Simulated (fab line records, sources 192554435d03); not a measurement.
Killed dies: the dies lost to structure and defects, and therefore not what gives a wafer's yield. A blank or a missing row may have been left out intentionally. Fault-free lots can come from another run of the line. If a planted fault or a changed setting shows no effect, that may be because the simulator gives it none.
Which tool did it?    flow n5_finfet    Sampling: 24 lots, 72 wafers, 3 of 1938 route steps

== WHAT THE GAUGES SHOWED, per wafer ==
N5_BEOL_M1_CD_MEAS_18: pitch 36 nm, target cd 18 nm.
lot   measured      on         cd_nm (nm)
L074  day 6 02:16   cd_sem-03  17.7 18.0 16.9
L075  day 6 06:41   cd_sem-01  18.0 17.2 17.8
L076  day 6 13:12   cd_sem-02  17.6 17.5 17.3
L077  day 6 22:22   cd_sem-02  18.0 17.8 17.9
L078  day 7 03:50   cd_sem-01  17.3 18.5 18.7
L079  day 7 10:14   cd_sem-01  17.6 19.0 18.3
L080  day 7 16:26   cd_sem-02  18.2 18.0 18.3
L081  day 7 20:23   cd_sem-01  17.5 18.1 18.0
L082  day 8 02:01   cd_sem-01  17.7 18.5 17.6
L083  day 8 07:36   cd_sem-01  18.0 17.5 18.1
L084  day 8 17:59   cd_sem-02  17.4 18.1 17.5
L085  day 8 19:59   cd_sem-02  18.1 17.9 17.6
L086  day 9 03:46   cd_sem-03  17.8 18.2 18.3
L087  day 9 18:04   cd_sem-02  18.1 16.9 17.7
L088  day 9 18:11   cd_sem-02  18.1 17.7 17.5
L090  day 10 02:59  cd_sem-03  18.1 18.0 17.4
L089  day 10 04:04  cd_sem-01  17.6 17.9 17.6
L091  day 10 13:03  cd_sem-03  18.5 17.4 18.2
L092  day 10 13:11  cd_sem-01  18.0 18.0 18.0
L093  day 10 19:26  cd_sem-01  18.1 18.6 18.3
L094  day 11 04:16  cd_sem-03  17.8 18.3 17.7
L095  day 11 11:28  cd_sem-01  17.9 17.8 18.4
L096  day 11 16:26  cd_sem-03  17.8 18.2 17.9
L097  day 11 23:31  cd_sem-03  18.0 18.0 17.5

== WHAT TOOL EACH LOT RAN ON (gives the tool, then ch and the chambers of the sampled wafers, and finally the start) ==
lot   N5_BEOL_M1_HM_DEP_02          N5_BEOL_M1_STRIP_66
L074  pvd_sputter-01, day 6 01:01   rie_diel-04 ch 0,3, day 6 01:57
L075  pvd_sputter-02, day 6 05:34   rie_diel-06 ch 0,1,3, day 6 06:27
L076  pvd_sputter-01, day 6 12:07   rie_diel-06 ch 1,2,3, day 6 12:50
L077  pvd_sputter-01, day 6 21:25   rie_diel-04 ch 0,1, day 6 22:08
L078  pvd_sputter-03, day 7 02:45   rie_diel-02 ch 1,3, day 7 03:37
L079  pvd_sputter-03, day 7 09:00   rie_diel-06 ch 1,2,3, day 7 09:55
L080  pvd_sputter-03, day 7 15:29   rie_diel-02 ch 1,2, day 7 16:13
L081  pvd_sputter-03, day 7 19:01   rie_diel-04 ch 1,2, day 7 20:10
L082  pvd_sputter-03, day 8 01:04   rie_diel-06 ch 0,1,2, day 8 01:47
L083  pvd_sputter-02, day 8 06:31   rie_diel-04 ch 0,2,3, day 8 07:22
L084  pvd_sputter-02, day 8 16:55   rie_diel-06 ch 0,2, day 8 17:45
L085  pvd_sputter-02, day 8 19:03   rie_diel-04 ch 0,2,3, day 8 19:46
L086  pvd_sputter-01, day 9 02:50   rie_diel-02 ch 2,3, day 9 03:33
L087  pvd_sputter-02, day 9 16:46   rie_diel-02 ch 0,1,3, day 9 17:45
L088  pvd_sputter-02, day 9 17:11   rie_diel-02 ch 0,1,3, day 9 17:58
L090  pvd_sputter-02, day 10 01:48  rie_diel-04 ch 0,2,3, day 10 02:35
L089  pvd_sputter-01, day 10 02:58  rie_diel-06 ch 0,1,2, day 10 03:44
L091  pvd_sputter-02, day 10 11:50  rie_diel-04 ch 0,1,3, day 10 12:45
L092  pvd_sputter-03, day 10 12:07  rie_diel-02 ch 0,1,2, day 10 12:58
L093  pvd_sputter-02, day 10 18:22  rie_diel-02 ch 1,2, day 10 19:12
L094  pvd_sputter-03, day 11 03:05  rie_diel-04 ch 0,1,2, day 11 04:02
L095  pvd_sputter-03, day 11 09:59  rie_diel-06 ch 1,2,3, day 11 11:14
L096  pvd_sputter-03, day 11 15:19  rie_diel-02 ch 1,2,3, day 11 16:13
L097  pvd_sputter-03, day 11 22:34  rie_diel-06 ch 2,3, day 11 23:17
- N5_BEOL_M1_HM_DEP_02: deposits TiN, target thk 20 nm.
- N5_BEOL_M1_STRIP_66: strips in CF4.

== WHAT THE TOOLS THEMSELVES READ (means of the sampled wafers that have a number; where no wafer has one, the mark that the record gives instead) ==
N5_BEOL_M1_HM_DEP_02.
lot   tool            throttle_valve_pct (%)
L074  pvd_sputter-01  30.2
L075  pvd_sputter-02  29.9
L076  pvd_sputter-01  29.9
L077  pvd_sputter-01  29.8
L078  pvd_sputter-03  30.0
L079  pvd_sputter-03  30.3
L080  pvd_sputter-03  31.2
L081  pvd_sputter-03  30.1
L082  pvd_sputter-03  30.0
L083  pvd_sputter-02  30.1
L084  pvd_sputter-02  29.8
L085  pvd_sputter-02  30.3
L086  pvd_sputter-01  29.4
L087  pvd_sputter-02  30.0
L088  pvd_sputter-02  30.2
L090  pvd_sputter-02  29.9
L089  pvd_sputter-01  29.8
L091  pvd_sputter-02  30.0
L092  pvd_sputter-03  31.2
L093  pvd_sputter-02  29.9
L094  pvd_sputter-03  30.3
L095  pvd_sputter-03  30.9
L096  pvd_sputter-03  31.0
L097  pvd_sputter-03  30.5

N5_BEOL_M1_STRIP_66.
lot   tool         drypump_motor_current_A (A)  oes_product_au (a.u.)  rf_vpp_V (V)  showerhead_plenum_p_Torr (Torr)  throttle_valve_pct (%)
L074  rie_diel-04  5.5                          0.74                   271.6         1.81                             13.65
L075  rie_diel-06  5.5                          0.77                   271.2         1.80                             13.49
L076  rie_diel-06  5.6                          0.82                   271.3         1.76                             13.38
L077  rie_diel-04  5.6                          0.75                   272.6         1.86                             13.54
L078  rie_diel-02  5.6                          0.71                   271.8         1.85                             13.61
L079  rie_diel-06  5.6                          0.82                   270.6         1.76                             13.40
L080  rie_diel-02  5.5                          0.71                   271.5         1.82                             13.58
L081  rie_diel-04  5.3                          0.73                   272.2         1.88                             13.66
L082  rie_diel-06  5.8                          0.80                   270.2         1.80                             13.50
L083  rie_diel-04  5.4                          0.72                   271.3         1.82                             13.73
L084  rie_diel-06  6.1                          0.82                   270.3         1.78                             13.63
L085  rie_diel-04  5.4                          0.72                   272.1         1.82                             13.74
L086  rie_diel-02  6.4                          0.71                   269.7         1.73                             13.60
L087  rie_diel-02  5.9                          0.77                   271.2         1.83                             13.54
L088  rie_diel-02  6.0                          0.77                   272.1         1.83                             13.54
L090  rie_diel-04  5.4                          0.71                   271.6         1.81                             13.76
L089  rie_diel-06  5.8                          0.79                   271.2         1.80                             13.54
L091  rie_diel-04  5.8                          0.71                   272.3         1.81                             13.70
L092  rie_diel-02  5.9                          0.77                   271.1         1.81                             13.52
L093  rie_diel-02  5.5                          0.69                   271.0         1.81                             13.62
L094  rie_diel-04  5.5                          0.72                   272.8         1.86                             13.66
L095  rie_diel-06  5.6                          0.78                   269.7         1.75                             13.46
L096  rie_diel-02  5.9                          0.69                   271.3         1.78                             13.66
L097  rie_diel-06  5.8                          0.79                   270.0         1.73                             13.59

== THE ANSWER, worked out from the rows above alone ==
Rule: what is usual is taken from the lots themselves. Put in order of their means at a reading, lots are off if they are a third of the lots or fewer, leave a main group of 4 or more, and stand apart from it by a gap of 3 or more times the standard deviation of the main group's means; of several such gaps the widest counts. A main group is skipped when, at the precision printed for the reading in the tables above, its means are all equal. Also off: a lot with no number at a reading for which 4 or more lots have one. All remaining lots with rows at the step are treated as sound. Order of review: gauges by route order, followed by the tools' own readings, for which a lot's mean as printed above is used. The first step at which some lot is off is used, and at that step the reading that is off furthest; a lot without a number counts as furthest.
Across all readings shown, no lot is off: no conclusion can be drawn from this.

== WHAT THE SIMULATOR HAD INSERTED ==
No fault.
